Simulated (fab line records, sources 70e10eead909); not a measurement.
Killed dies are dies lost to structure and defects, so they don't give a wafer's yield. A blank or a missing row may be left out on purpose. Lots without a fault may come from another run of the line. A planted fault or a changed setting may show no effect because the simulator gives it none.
Which tool did it? | flow nand_harc | 6 lots, 18 wafers sampled, at 2 steps of a route of 1302

WHAT THE GAUGES READ, wafer by wafer
NHARC_A_ONON_D1_THK_MEAS_30: measures by ellipsometry.
lot  | measured     | on            | thk_nm (nm)
L617 | day 9 00:38  | film_metro-01 | 992 991 991
L622 | day 10 23:57 | film_metro-01 | 991 993 992
L624 | day 11 16:22 | film_metro-02 | 1003 1003 559
L635 | day 15 22:41 | film_metro-01 | 1003 1001 1003
L636 | day 17 00:25 | film_metro-01 | 999 1000 999
L639 | day 17 21:46 | film_metro-02 | 996 996 999

WHICH TOOL RAN EACH LOT (tool, then ch and the chambers of the sampled wafers, then the start)
lot  | NHARC_A_ONON_D1_DEP_28
L617 | pecvd_onon-04 ch 0, day 9 00:14
L622 | pecvd_onon-04 ch 0, day 10 23:26
L624 | pecvd_onon-04 ch 0, day 11 15:55
L635 | pecvd_onon-04 ch 0, day 15 22:10
L636 | pecvd_onon-01 ch 0, day 16 23:58
L639 | pecvd_onon-04 ch 0, day 17 21:22
- NHARC_A_ONON_D1_DEP_28: target thk 1000 nm.

THE ANSWER, worked out from the rows above alone
Rule: what is usual is taken from the lots themselves. Put in order of their means at a reading, lots are off if they are a third of the lots or fewer, leave a main group of 4 or more, and stand apart from it by a gap of 3 or more times the standard deviation of the main group's means; of several such gaps the widest counts. A main group whose means are all the same, to the digits that the tables above print for the reading, isn't used. A lot without any number at a reading at which 4 lots or more have one is off too. The other lots that the step has rows for count as sound.
Off: L624, at NHARC_A_ONON_D1_THK_MEAS_30 (thk_nm). The main group: mean 996 nm, standard deviation 4.2.
A tool fits if, at a process step before that reading, it ran every lot that is off, and no sound lot after the first of them. The gauges at NHARC_A_ONON_D1_THK_MEAS_30 are tried like those tools. None of those tried fits.

WHAT THE SIMULATOR HAD PUT IN
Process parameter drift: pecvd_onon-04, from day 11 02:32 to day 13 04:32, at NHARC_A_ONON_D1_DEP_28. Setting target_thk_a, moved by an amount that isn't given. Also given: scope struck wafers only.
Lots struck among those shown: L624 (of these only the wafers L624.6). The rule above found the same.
